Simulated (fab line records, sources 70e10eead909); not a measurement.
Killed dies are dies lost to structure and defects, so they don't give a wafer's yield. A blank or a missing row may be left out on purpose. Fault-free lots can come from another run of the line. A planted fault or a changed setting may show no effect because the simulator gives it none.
fab line records ; flow nand_harc
[record] lots = 12; wafers = 36; last_day = 24
route steps=1159 shown P_ZERO_WELL@4 P_STI@100 P_GATE@142 END@1159
lots untouched by any fault: they come from a run of this same line in which no faults occurred
start_h: hours from the record's opening day to when the first of the lot's shown wafers began ; wait_h: hours elapsed since this lot's preceding step ; " as in the row above ; L1.1+2: a single row standing in for several wafers ; - no value, or no start was given ; * or withheld: withheld ; < > ~ a bound
route shown NAME@n: NAME is a module with steps in the file, n the number in the route of the first one ; usual: mean/standard deviation taken from wafers without a fault ; same: alike in all rows ; chamber/n: place in a boat ; sites: readings site by site ; _std_site: the values' standard deviation ; _edge_site: mean of outer sites minus mean of inner sites ; radius_mm: how far each site lies from the wafer's centre ; mask NAME#n: copy n ; behind: the most recent tool/chamber to have shaped the wafer ; hold: the reason the lot was held/the length of the hold in hours/how it ended ; device: the transistor (n, p or np) that didn't switch ; end of line: the same wafers' tests at the end of the route ; where a step has no rows: the recipe by itself ; killed: not the wafer's yield, but the dies lost to structure and defects at the first sort ; map: the dies of a wafer, with x for killed, . for not killed, _ for no die there
set.NAME: the setting that was run; set.NAME@STEP: the one run at that earlier step ; model.NAME: the simulator's own value behind a step, which no gauge read
steps of the route over a sample of lots; a table a step, a row a wafer
services: the hour from which a tool's chamber was out of use, counted from the record's first day as start_h (under 0 if before that day), plus the number of hours and why
[[steps]]
[step NHARC_P_ZERO_WELL_PECVD_02]
[recipe] target_thk_a = 100; temp_c = 400; pressure_torr = 6.5; rf_w = withheld; teos_flow_sccm = withheld; flow_sccm = 2650; target_thk_nm = 10; gas = O2; material = SiO2
[usual] susceptor_temp_C = 400.04/0.21
lot.wafer;tool;chamber;start_h;wait_h;susceptor_temp_C
L950.3;pecvd-01;0;12.48;-;400.43
L950.2;pecvd-01;1;12.48;-;399.79
L950.5;pecvd-01;1;12.48;-;400.08
L951.1;pecvd-01;2;18.45;-;399.98
L951.3;pecvd-01;1;18.45;-;400.05
L951.6;pecvd-01;2;18.45;-;400.12
L953.3;pecvd-01;0;30.52;-;399.60
L953.5;pecvd-01;1;30.52;-;399.79
L953.6;pecvd-01;0;30.52;-;400.09
L954.1;pecvd-01;2;36.75;-;400.26
L954.4;pecvd-01;2;36.75;-;400.19
L954.5;pecvd-01;0;36.75;-;399.81
L956.2;pecvd-01;0;48.50;-;399.96
L956.5;pecvd-01;2;48.50;-;400.12
L956.4;pecvd-01;1;48.50;-;400.17
L963.1;pecvd-02;0;90.46;-;400.19
L963.3;pecvd-02;1;90.46;-;400.36
L963.5;pecvd-02;0;90.46;-;400.04
L965.3;pecvd-02;2;102.52;-;399.79
L965.5;pecvd-02;1;102.52;-;400.25
L965.4;pecvd-02;2;102.52;-;399.85
L967.3;pecvd-02;0;114.44;-;399.88
L967.1;pecvd-02;1;114.44;-;399.94
L967.6;pecvd-02;2;114.44;-;400.23
L968.1;pecvd-01;2;120.50;-;400.12
L968.2;pecvd-01;0;120.50;-;399.87
L968.6;pecvd-01;1;120.50;-;399.86
L969.3;pecvd-03;1;126.45;-;399.93
L969.6;pecvd-03;1;126.45;-;399.90
L969.4;pecvd-03;2;126.45;-;399.70
L970.1;pecvd-02;0;132.55;-;399.76
L970.3;pecvd-02;1;132.55;-;399.98
L970.6;pecvd-02;0;132.55;-;399.79
L971.4;pecvd-03;1;138.56;-;400.06
L971.6;pecvd-03;2;138.56;-;399.99
L971.5;pecvd-03;0;138.56;-;399.81
[step NHARC_P_ZERO_WELL_ETCH_62]
[recipe] target_depth_a = 130; time_s = 6.5; chf3_flow_sccm = 50; ar_flow_sccm = 200; rf_w = 500; bias_w = 200; chemistry = CHF3/Ar
[usual] chamber_pressure_mTorr = 25.000/0.023; drypump_motor_current_A = 5.8/0.42; oes_product_au = 0.959/0.021; rf_vpp_V = 369.8/2.6; showerhead_plenum_p_Torr = 2.31/0.11; throttle_valve_pct = 20.217/0.01
lot.wafer;tool;chamber;start_h;wait_h;chamber_pressure_mTorr;drypump_motor_current_A;oes_product_au;rf_hours_counter_h;rf_vpp_V;showerhead_plenum_p_Torr;throttle_valve_pct
L950.3;rie_diel-07;1;-;-;25.041;5.0;0.953;9;374.5;2.52;20.219
L950.2;rie_diel-07;2;-;-;25.016;5.7;0.924;10;369.0;2.21;20.223
L950.5;rie_diel-07;3;-;-;25.036;5.6;0.980;-;369.0;2.24;20.215
L951.3;rie_diel-07;2;-;-;25.005;5.6;0.959;10;367.9;2.21;20.228
L951.1;rie_diel-07;3;-;-;25.023;5.6;0.992;10;368.8;2.23;20.210
L951.6;rie_diel-07;1;-;-;24.998;5.0;0.956;-;373.6;2.52;20.199
L953.3;rie_diel-07;2;-;-;24.990;5.6;0.898;10;366.8;2.21;20.227
L953.5;rie_diel-07;2;-;-;25.018;5.7;0.897;-;366.4;2.21;20.212
L953.6;rie_diel-07;0;-;-;24.987;5.7;0.902;-;367.4;2.22;20.225
L954.1;rie_diel-07;0;-;-;25.025;5.7;0.930;10;367.1;2.22;20.206
L954.5;rie_diel-07;0;-;-;24.982;5.7;0.936;-;368.0;2.22;20.219
L954.4;rie_diel-07;3;-;-;25.013;5.5;0.983;-;367.4;2.23;20.213
L956.2;rie_diel-09;1;-;-;24.967;6.3;0.958;10;372.5;2.46;20.218
L956.4;rie_diel-09;0;-;-;25.014;6.5;0.965;-;369.1;2.24;20.223
L956.5;rie_diel-09;1;-;-;24.948;6.3;0.951;-;373.1;2.46;20.228
L963.1;rie_diel-07;1;-;-;24.969;5.0;0.984;1;373.8;2.52;20.224
L963.3;rie_diel-07;3;-;-;25.031;5.5;0.968;2;366.6;2.23;20.221
L963.5;rie_diel-07;2;-;-;24.972;5.6;0.979;-;367.4;2.21;20.208
L965.4;rie_diel-09;3;-;-;24.999;5.7;0.959;2;371.6;2.40;20.234
L965.3;rie_diel-09;0;-;-;25.009;6.5;0.995;2;368.0;2.24;20.216
L965.5;rie_diel-09;3;-;-;25.023;5.7;0.970;-;373.4;2.40;20.215
L967.3;rie_diel-09;3;-;-;24.965;5.7;0.953;2;370.3;2.40;20.224
L967.1;rie_diel-09;2;-;-;25.015;6.1;0.970;3;367.5;2.20;20.229
L967.6;rie_diel-09;3;-;-;24.975;5.7;0.955;-;371.8;2.40;20.222
L968.1;rie_diel-09;2;-;-;24.962;6.1;0.977;3;368.3;2.20;20.213
L968.2;rie_diel-09;3;-;-;25.015;5.7;0.950;3;371.1;2.40;20.201
L968.6;rie_diel-09;2;-;-;25.038;6.1;0.984;-;368.5;2.20;20.221
L969.3;rie_diel-09;0;-;-;24.979;6.5;0.994;2;368.0;2.24;20.213
L969.4;rie_diel-09;1;-;-;25.004;6.2;0.966;3;373.3;2.46;20.243
L969.6;rie_diel-09;3;-;-;24.996;5.7;0.956;-;370.4;2.40;20.223
L970.3;rie_diel-07;3;-;-;25.052;5.5;0.955;6;369.4;2.23;20.223
L970.1;rie_diel-07;1;-;-;24.987;5.0;0.975;5;374.8;2.52;20.212
L970.6;rie_diel-07;3;-;-;24.978;5.5;0.942;-;367.5;2.23;20.231
L971.4;rie_diel-04;0;-;-;25.020;5.7;0.974;1;372.3;2.43;20.209
L971.5;rie_diel-04;0;-;-;25.003;5.7;0.974;-;372.8;2.43;20.219
L971.6;rie_diel-04;1;-;-;24.970;5.7;0.943;-;368.8;2.27;20.207
[step NHARC_P_ZERO_WELL_INSPECT_43]
[usual] raw_defect_count = 13/6
lot.wafer;tool;chamber;start_h;wait_h;raw_defect_count
L950.2;defect_inspect-01;-;19.79;0.5;7
L950.3;defect_inspect-01;-;19.79;0.5;11
L950.5;defect_inspect-01;-;19.79;0.5;6
L951.1;defect_inspect-01;-;25.46;0.6;9
L951.3;defect_inspect-01;-;25.46;0.6;7
L951.6;defect_inspect-01;-;25.46;0.6;5
L953.3;defect_inspect-01;-;37.79;0.4;15
L953.5;defect_inspect-01;-;37.79;0.4;26
L953.6;defect_inspect-01;-;37.79;0.4;13
L954.1;defect_inspect-02;-;43.92;0.6;431
L954.4;defect_inspect-02;-;43.92;0.6;430
L954.5;defect_inspect-02;-;43.92;0.6;445
L956.2;defect_inspect-02;-;55.69;0.5;430
L956.4;defect_inspect-02;-;55.69;0.5;412
L956.5;defect_inspect-02;-;55.69;0.5;430
L963.1;defect_inspect-01;-;101.96;1.1;9
L963.3;defect_inspect-01;-;101.96;1.1;10
L963.5;defect_inspect-01;-;101.96;1.1;11
L965.3;defect_inspect-01;-;109.47;0.4;15
L965.4;defect_inspect-01;-;109.47;0.4;17
L965.5;defect_inspect-01;-;109.47;0.4;14
L967.1;defect_inspect-02;-;121.57;0.6;10
L967.3;defect_inspect-02;-;121.57;0.6;34
L967.6;defect_inspect-02;-;121.57;0.6;25
L968.1;defect_inspect-01;-;127.73;0.6;5
L968.2;defect_inspect-01;-;127.73;0.6;7
L968.6;defect_inspect-01;-;127.73;0.6;15
L969.3;defect_inspect-01;-;133.63;0.4;12
L969.4;defect_inspect-01;-;133.63;0.4;20
L969.6;defect_inspect-01;-;133.63;0.4;14
L970.1;defect_inspect-02;-;139.85;0.6;10
L970.3;defect_inspect-02;-;139.85;0.6;9
L970.6;defect_inspect-02;-;139.85;0.6;17
L971.4;defect_inspect-02;-;145.49;0.2;13
L971.5;defect_inspect-02;-;145.49;0.2;11
L971.6;defect_inspect-02;-;145.49;0.2;20
[step NHARC_P_STI_CMP_21]
[recipe] t_overpolish_s = 20; target_thk_nm = 380.67
[usual] motor_current_A = 11.9/1.4; overpolish_run_s = 20.000/0.0084
[same] t_overpolish_s = 20
lot.wafer;tool;chamber;start_h;wait_h;motor_current_A;overpolish_run_s
L950.3;cmp-01;3;61.17;0.4;11.2;19.989
L950.2;cmp-01;1;61.17;0.4;10.9;20.001
L950.5;cmp-01;3;61.17;0.4;11.3;20.001
L951.1;cmp-02;2;61.17;0.4;11.2;20.009
L951.3;cmp-02;1;61.17;0.4;11.8;20.003
L951.6;cmp-02;3;61.17;0.4;13.5;19.999
L954.4;cmp-03;3;79.61;0.4;14.7;19.995
L954.1;cmp-03;1;79.61;0.4;11.7;19.995
L954.5;cmp-03;0;79.61;0.4;11.0;20.011
L953.3;cmp-01;2;79.66;0.4;10.2;19.992
L953.5;cmp-01;0;79.66;0.4;12.1;20.000
L953.6;cmp-01;1;79.66;0.4;11.9;19.989
L956.4;cmp-03;1;92.65;0.4;11.6;19.989
L956.2;cmp-03;2;92.65;0.4;12.8;20.004
L956.5;cmp-03;1;92.65;0.4;11.8;20.011
L963.3;cmp-01;2;133.26;0.5;10.7;20.001
L963.1;cmp-01;3;133.26;0.5;11.1;19.985
L963.5;cmp-01;3;133.26;0.5;11.5;19.984
L965.3;cmp-01;1;144.83;0.4;12.1;19.996
L965.4;cmp-01;2;144.83;0.4;10.8;20.008
L965.5;cmp-01;1;144.83;0.4;11.1;19.995
L967.3;cmp-02;0;152.48;0.4;13.9;20.004
L967.1;cmp-02;1;152.48;0.4;11.3;19.995
L967.6;cmp-02;3;152.48;0.4;12.8;19.991
L969.3;cmp-01;3;170.33;0.4;11.8;19.997
L969.4;cmp-01;2;170.33;0.4;10.1;19.992
L969.6;cmp-01;3;170.33;0.4;11.6;19.994
L968.1;cmp-03;3;170.33;0.4;15.4;20.002
L968.2;cmp-03;2;170.33;0.4;12.7;20.002
L968.6;cmp-03;0;170.33;0.4;9.9;20.006
L970.1;cmp-01;1;174.80;0.4;11.6;20.012
L970.3;cmp-01;3;174.80;0.4;10.7;20.002
L970.6;cmp-01;1;174.80;0.4;11.9;19.992
L971.4;cmp-03;1;184.95;0.4;11.0;20.006
L971.6;cmp-03;2;184.95;0.4;12.1;20.004
L971.5;cmp-03;3;184.95;0.4;14.9;19.998
[step NHARC_P_GATE_OVL_MEAS_27]
[usual] overlay_x_nm = 0.0/0.8; overlay_y_nm = 0.0/0.76
lot.wafer;tool;chamber;start_h;wait_h;overlay_x_nm;overlay_y_nm
L950.2;overlay-02;-;95.82;-;-1.4;0.4
L950.3;overlay-02;-;95.82;-;-1.1;0.2
L950.5;overlay-02;-;95.82;-;-1.2;-0.1
L951.1;overlay-02;-;96.14;-;1.6;-0.6
L951.3;overlay-02;-;96.14;-;0.7;-1.0
L951.6;overlay-02;-;96.14;-;1.2;-0.5
L954.1;overlay-01;-;110.15;-;0.1;1.2
L954.4;overlay-01;-;110.15;-;-0.5;1.0
L954.5;overlay-01;-;110.15;-;-0.4;1.4
L953.3;overlay-01;-;110.37;-;1.1;-1.0
L953.5;overlay-01;-;110.37;-;1.1;-1.0
L953.6;overlay-01;-;110.37;-;0.6;-0.6
L956.2;overlay-01;-;124.55;-;0.3;-0.3
L956.4;overlay-01;-;124.55;-;0.3;-0.4
L956.5;overlay-01;-;124.55;-;0.5;-1.0
L963.1;overlay-01;-;163.71;-;-1.8;0.6
L963.3;overlay-01;-;163.71;-;-2.1;0.1
L963.5;overlay-01;-;163.71;-;-2.3;0.3
L965.3;overlay-01;-;177.45;-;0.5;0.1
L965.4;overlay-01;-;177.45;-;0.5;0.7
L965.5;overlay-01;-;177.45;-;0.3;0.3
L967.1;overlay-01;-;186.01;-;-0.2;-1.6
L967.3;overlay-01;-;186.01;-;-0.5;-1.3
L967.6;overlay-01;-;186.01;-;-1.0;-1.8
L969.3;overlay-01;-;203.69;-;-0.4;0.2
L969.4;overlay-01;-;203.69;-;0.2;0.4
L969.6;overlay-01;-;203.69;-;0.6;0.1
L968.1;overlay-02;-;204.69;-;-0.6;-0.8
L968.2;overlay-02;-;204.69;-;-0.8;-0.4
L968.6;overlay-02;-;204.69;-;-0.7;-1.2
L970.1;overlay-01;-;204.99;-;-0.1;0.1
L970.3;overlay-01;-;204.99;-;0.2;-0.3
L970.6;overlay-01;-;204.99;-;-0.2;-0.2
L971.4;overlay-01;-;217.95;-;-0.5;0.4
L971.5;overlay-01;-;217.95;-;-0.6;0.2
L971.6;overlay-01;-;217.95;-;-0.2;0.7
[step NHARC_END_SORT_01]
[recipe] temp_c = 25
[usual] killed_at_array = 29/10; killed_at_other = 0.7/1; killed_at_periphery = 3.7/2.6; killed_dies = 33/10; killed_open = 3.4/1.8; killed_short = 1.8/1.3
[same] gross_dies = 677
lot.wafer;tool;chamber;start_h;wait_h;killed_at_array;killed_at_other;killed_at_periphery;killed_dies;killed_open;killed_short
L954.1;prober-02;0;448.74;2.5;30;0;35;65;2;1
L954.4;prober-02;0;451.10;3.4;18;0;39;57;4;2
L954.5;prober-02;0;451.88;3.6;18;0;45;63;3;2
L956.2;prober-01;0;472.19;2.8;25;0;46;71;3;2
L956.4;prober-01;0;473.80;3.4;24;0;42;66;2;1
L956.5;prober-01;0;474.61;3.7;18;0;38;56;2;4
// killed by level:class
L954.1 P_ZERO_WELL:unspecified=32 A_SLIT:chamber_film_flake=14 A_STAIRCASE:chamber_film_flake=7 A_CHANNEL_HOLE_D1:chamber_film_flake=3 A_CONTACT:chamber_film_flake=3 P_STI:chamber_film_flake=2 P_CONTACT:geometric_particle:short=1 A_CONTACT:geometric_particle:open=1
L954.4 P_ZERO_WELL:unspecified=36 A_SLIT:chamber_film_flake=6 A_STAIRCASE:chamber_film_flake=5 P_M0:geometric_particle:open=2 A_SOURCE_PLATE:geometric_particle:open=1 A_SGD_CUT:geometric_particle:short=1 A_BLC:geometric_particle:short=1 A_M0:geometric_particle:open=1
L954.5 P_ZERO_WELL:unspecified=43 A_SLIT:chamber_film_flake=10 A_BLC:chamber_film_flake=3 P_STI:chamber_film_flake=2 A_ONON_D1:geometric_particle:open=1 A_ONON_D1:geometric_particle:short=1 A_CHANNEL_FILL_D1:geometric_particle:open=1 A_CHANNEL_FILL_D1:geometric_particle:short=1
L956.2 P_ZERO_WELL:unspecified=43 A_SLIT:chamber_film_flake=12 A_STAIRCASE:chamber_film_flake=4 A_CHANNEL_HOLE_D1:chamber_film_flake=3 A_CONTACT:chamber_film_flake=2 P_STI:geometric_particle:short=1 A_ONON_D1:geometric_particle:short=1 A_CHANNEL_HOLE_D1:geometric_particle:open=1
L956.4 P_ZERO_WELL:unspecified=37 A_SLIT:chamber_film_flake=13 P_STI:chamber_film_flake=3 A_CHANNEL_HOLE_D1:chamber_film_flake=3 A_STAIRCASE:chamber_film_flake=3 A_CONTACT:chamber_film_flake=2 P_GATE:geometric_particle:open=1 A_CHANNEL_HOLE_D1:geometric_particle:open=1
L956.5 P_ZERO_WELL:unspecified=35 A_SLIT:chamber_film_flake=8 A_CHANNEL_HOLE_D1:chamber_film_flake=4 A_CHANNEL_FILL_D1:geometric_particle:short=2 P_GATE:geometric_particle:short=1 A_SOURCE_PLATE:geometric_particle:open=1 A_ONON_D1:geometric_particle:short=1 A_CHANNEL_FILL_D1:geometric_particle:open=1
[[services]]
tool;chamber;start_h;hours;kind
cmp-03;-;-9.17;3.6;repair
cmp-03;-;-5.36;1.2;repair
rie_diel-07;0;11.66;6.4;repair
pecvd-01;-;21.71;1.7;repair
rie_diel-07;2;22.20;8.6;repair
cmp-01;-;30.96;0.3;repair
rie_diel-07;1;31.13;11.4;repair
rie_diel-09;2;33.49;16.7;repair
cmp-01;-;45.50;0.6;repair
rie_diel-07;1;46.60;19.3;repair
pecvd-01;0;50.03;4.3;repair
cmp-01;-;50.36;2.1;repair
rie_diel-07;-;51.67;9.0;pm
pecvd-01;-;56.00;13.0;pm
cmp-01;-;76.93;1.4;repair
rie_diel-09;-;77.10;9.0;pm
cmp-01;-;81.50;4.0;pm
cmp-01;-;158.02;2.4;repair
cmp-01;-;168.16;0.5;repair
rie_diel-09;3;171.17;6.7;repair
rie_diel-09;-;177.28;1.7;repair
rie_diel-07;2;178.39;15.6;repair
cmp-01;-;179.64;4.0;pm
rie_diel-09;3;179.97;3.6;repair
[[key]]
[first_sign] step = NHARC_P_ZERO_WELL_INSPECT_43; reading = raw_defect_count; direction = up; sigmas = 69; usual = 13; struck = 430
[effect] step = NHARC_END_SORT_01; reading = killed_at_periphery; direction = up; sigmas = 14; usual = 3.7; struck = 40.8
[more_kills_born_at] NHARC_P_ZERO_WELL_PECVD_02@pecvd-01 = 226
met_at NHARC_P_ZERO_WELL_PECVD_02
struck_lots L954,L956
tester_left_out L954,L956
not_acting_at NHARC_P_ZERO_WELL_ETCH_62,NHARC_P_STI_CMP_21,NHARC_P_GATE_OVL_MEAS_27
onset_between 30.52 36.75
[fault] kind = chamber_particle_source; tool = pecvd-01; chamber = -; onset_h = 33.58; steps = NHARC_P_ZERO_WELL_PECVD_02; rate_per_visit_cm2 = 0.65238; end_h = 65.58
// tester_left_out: of these lots the tester's yield and bins aren't shown, on N5 and GAA mostly nor the transistor test; their killed dies are dies lost to structure and defects alone, not to doping, threshold or leakage, so they don't give the yield
